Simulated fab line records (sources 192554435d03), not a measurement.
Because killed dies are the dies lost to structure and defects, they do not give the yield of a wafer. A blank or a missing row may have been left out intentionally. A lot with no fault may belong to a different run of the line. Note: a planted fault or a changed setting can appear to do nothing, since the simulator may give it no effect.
Split-lot study || flow n5-finfet || 21 wafers read across 7 lots, on a route 1938 steps long

== ABOUT THE SPLIT ==
At N5_BEOL_M7_DESCUM_33 (chemistry O2, time 7 s), the setting time-s was moved away from the recipe's 7 s on 11 of the 21 wafers read, by -20.7% to +21.8%. This setting was run at the recipe's value on the other wafers.

Split to reading: the file shows no intervening step.

== THE READING ==
CAR-EUV_of_BEOL_M7_COAT_22.thk-nm (the simulator's own value, which no gauge read), in nm, at N5_BEOL_M7_ETCH_72 (etches underlayer in N2/H2, target depth 6.5 nm, time 5.2 s). The file does not state a usual value for it. Average 20.4 nm, standard deviation 0.06 nm, over the 10 wafers here run with the recipe.

{"wafer": "L074.1", "tool, chamber at the split": "rie-diel-06, 0", "time-s as run, s": 5.83, "against the recipe": "-16.7%", "CAR-EUV_of_BEOL_M7_COAT_22.thk-nm, nm": 21, "against lot-mates on the recipe": "+0.6"}
{"wafer": "L074.2", "tool, chamber at the split": "rie-diel-06, 1", "time-s as run, s": 5.83, "against the recipe": "-16.7%", "CAR-EUV_of_BEOL_M7_COAT_22.thk-nm, nm": 21, "against lot-mates on the recipe": "+0.6"}
{"wafer": "L074.3", "tool, chamber at the split": "rie-diel-06, 2", "time-s as run, s": 7, "against the recipe": "recipe", "CAR-EUV_of_BEOL_M7_COAT_22.thk-nm, nm": 20.4, "against lot-mates on the recipe": "-"}
{"wafer": "L077.3", "tool, chamber at the split": "rie-diel-05, 0", "time-s as run, s": 5.55, "against the recipe": "-20.7%", "CAR-EUV_of_BEOL_M7_COAT_22.thk-nm, nm": 21.2, "against lot-mates on the recipe": "+0.7"}
{"wafer": "L077.4", "tool, chamber at the split": "rie-diel-05, 1,0", "time-s as run, s": 7, "against the recipe": "recipe", "CAR-EUV_of_BEOL_M7_COAT_22.thk-nm, nm": 20.4, "against lot-mates on the recipe": "-"}
{"wafer": "L077.5", "tool, chamber at the split": "rie-diel-05, 1,0", "time-s as run, s": 7, "against the recipe": "recipe", "CAR-EUV_of_BEOL_M7_COAT_22.thk-nm, nm": 20.6, "against lot-mates on the recipe": "-"}
{"wafer": "L078.1", "tool, chamber at the split": "rie-diel-03, 2,0,0", "time-s as run, s": 7.929, "against the recipe": "+13.3%", "CAR-EUV_of_BEOL_M7_COAT_22.thk-nm, nm": 20, "against lot-mates on the recipe": "no lot-mate on the recipe"}
{"wafer": "L078.3", "tool, chamber at the split": "rie-diel-03, 2,0,0", "time-s as run, s": 7.929, "against the recipe": "+13.3%", "CAR-EUV_of_BEOL_M7_COAT_22.thk-nm, nm": 20, "against lot-mates on the recipe": "no lot-mate on the recipe"}
{"wafer": "L078.5", "tool, chamber at the split": "rie-diel-03, 2,0,0", "time-s as run, s": 7.929, "against the recipe": "+13.3%", "CAR-EUV_of_BEOL_M7_COAT_22.thk-nm, nm": 20, "against lot-mates on the recipe": "no lot-mate on the recipe"}
{"wafer": "L080.1", "tool, chamber at the split": "rie-diel-05, 2", "time-s as run, s": 8.489, "against the recipe": "+21.3%", "CAR-EUV_of_BEOL_M7_COAT_22.thk-nm, nm": 19.6, "against lot-mates on the recipe": -0.8}
{"wafer": "L080.2", "tool, chamber at the split": "rie-diel-05, 1", "time-s as run, s": 7, "against the recipe": "recipe", "CAR-EUV_of_BEOL_M7_COAT_22.thk-nm, nm": 20.4, "against lot-mates on the recipe": "-"}
{"wafer": "L080.3", "tool, chamber at the split": "rie-diel-05, 0", "time-s as run, s": 7, "against the recipe": "recipe", "CAR-EUV_of_BEOL_M7_COAT_22.thk-nm, nm": 20.4, "against lot-mates on the recipe": "-"}
{"wafer": "L084.4", "tool, chamber at the split": "rie-diel-03, 0", "time-s as run, s": 7, "against the recipe": "recipe", "CAR-EUV_of_BEOL_M7_COAT_22.thk-nm, nm": 20.4, "against lot-mates on the recipe": "-"}
{"wafer": "L084.5", "tool, chamber at the split": "rie-diel-03, 3,0", "time-s as run, s": 8.303, "against the recipe": "+18.6%", "CAR-EUV_of_BEOL_M7_COAT_22.thk-nm, nm": 19.8, "against lot-mates on the recipe": -0.6}
{"wafer": "L084.6", "tool, chamber at the split": "rie-diel-03, 3,0", "time-s as run, s": 8.303, "against the recipe": "+18.6%", "CAR-EUV_of_BEOL_M7_COAT_22.thk-nm, nm": 19.8, "against lot-mates on the recipe": -0.6}
{"wafer": "L088.1", "tool, chamber at the split": "rie-diel-06, 0", "time-s as run, s": 8.528, "against the recipe": "+21.8%", "CAR-EUV_of_BEOL_M7_COAT_22.thk-nm, nm": 19.8, "against lot-mates on the recipe": -0.6}
{"wafer": "L088.2", "tool, chamber at the split": "rie-diel-06, 3", "time-s as run, s": 8.528, "against the recipe": "+21.8%", "CAR-EUV_of_BEOL_M7_COAT_22.thk-nm, nm": 19.6, "against lot-mates on the recipe": -0.8}
{"wafer": "L088.5", "tool, chamber at the split": "rie-diel-06, 1", "time-s as run, s": 7, "against the recipe": "recipe", "CAR-EUV_of_BEOL_M7_COAT_22.thk-nm, nm": 20.4, "against lot-mates on the recipe": "-"}
{"wafer": "L096.2", "tool, chamber at the split": "rie-diel-06, 2,1,1", "time-s as run, s": 7, "against the recipe": "recipe", "CAR-EUV_of_BEOL_M7_COAT_22.thk-nm, nm": 20.4, "against lot-mates on the recipe": "-"}
{"wafer": "L096.3", "tool, chamber at the split": "rie-diel-06, 2,1,1", "time-s as run, s": 7, "against the recipe": "recipe", "CAR-EUV_of_BEOL_M7_COAT_22.thk-nm, nm": 20.4, "against lot-mates on the recipe": "-"}
{"wafer": "L096.6", "tool, chamber at the split": "rie-diel-06, 2,1,1", "time-s as run, s": 7, "against the recipe": "recipe", "CAR-EUV_of_BEOL_M7_COAT_22.thk-nm, nm": 20.4, "against lot-mates on the recipe": "-"}
If several chambers appear in one row, that row covers several wafers at once and the file leaves open which wafer was in which chamber.

FIT RESULTS
A straight line over all 21 wafers: CAR-EUV_of_BEOL_M7_COAT_22.thk-nm changes by -0.0346 nm for each +1% of time-s; r = -0.99; the points scatter about the line by 0.062 nm.
The same after taking each lot's own level away (the mean of its wafers on the recipe; 18 wafers): -0.034 nm for each +1%; r = -0.99; scatter 0.057 nm.
On that fit, the largest move of time-s shifts the reading by 0.74 nm.
Across the lots, their own levels run from 20.40 to 20.50 nm, a range of 1.7 times the standard deviation given above.
The two slopes are in agreement: the lot-to-lot level therefore moves the slope only a little.
Check: for one of the wafers moved furthest among these (+21.8%), held out of the fit, the line's prediction against its lot-mates is -0.763 nm. Against them it came out at -0.6 nm.

== ADDITIONAL SPLITS CARRIED BY THESE WAFERS ==
Note: prior to the reading, these wafers also went through further splits. Each is held against what the fit with the lots' levels taken away leaves over:
{"other split on the same wafers": "N5_BEOL_M5_EXPOSE_08 dose-mj", "wafers away from the commonest value": 9, "r with CAR-EUV_of_BEOL_M7_COAT_22.thk-nm (lot level and that fit taken away)": "+0.22"}
{"other split on the same wafers": "N5_BEOL_M5_CMP_52 platen-rpm", "wafers away from the commonest value": 7, "r with CAR-EUV_of_BEOL_M7_COAT_22.thk-nm (lot level and that fit taken away)": "+0.21"}
{"other split on the same wafers": "N5_BEOL_M5_DEP_56 time-s", "wafers away from the commonest value": 6, "r with CAR-EUV_of_BEOL_M7_COAT_22.thk-nm (lot level and that fit taken away)": "+0.19"}
{"other split on the same wafers": "N5_BEOL_M7_COAT_05 spin-rpm", "wafers away from the commonest value": 9, "r with CAR-EUV_of_BEOL_M7_COAT_22.thk-nm (lot level and that fit taken away)": "+0.20"}
{"other split on the same wafers": "N5_BEOL_M7_EXPOSE_08 dose-mj", "wafers away from the commonest value": 6, "r with CAR-EUV_of_BEOL_M7_COAT_22.thk-nm (lot level and that fit taken away)": "+0.23"}

== THE WHOLE CHAIN: every reading that the file lists as answering this split, in the file's order ==
{"step": "N5_BEOL_M7_DESCUM_33", "what it does": "chemistry O2, time 7 s", "reading": "CAR-EUV_of_BEOL_M7_COAT_22.thk-nm (the simulator's own value, which no gauge read)", "change (the file's fit)": "-0.0313 nm for each +1% of the setting", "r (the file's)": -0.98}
{"step": "N5_BEOL_M7_ETCH_72", "what it does": "etches underlayer in N2/H2, target depth 6.5 nm, time 5.2 s", "reading": "CAR-EUV_of_BEOL_M7_COAT_22.thk-nm (the simulator's own value, which no gauge read)", "change (the file's fit)": "-0.0343 nm for each +1% of the setting", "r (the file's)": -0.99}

== FILE'S OWN FIT ==
CAR-EUV_of_BEOL_M7_COAT_22.thk-nm changes by -0.0343 nm for each +1% of time-s, r = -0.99.
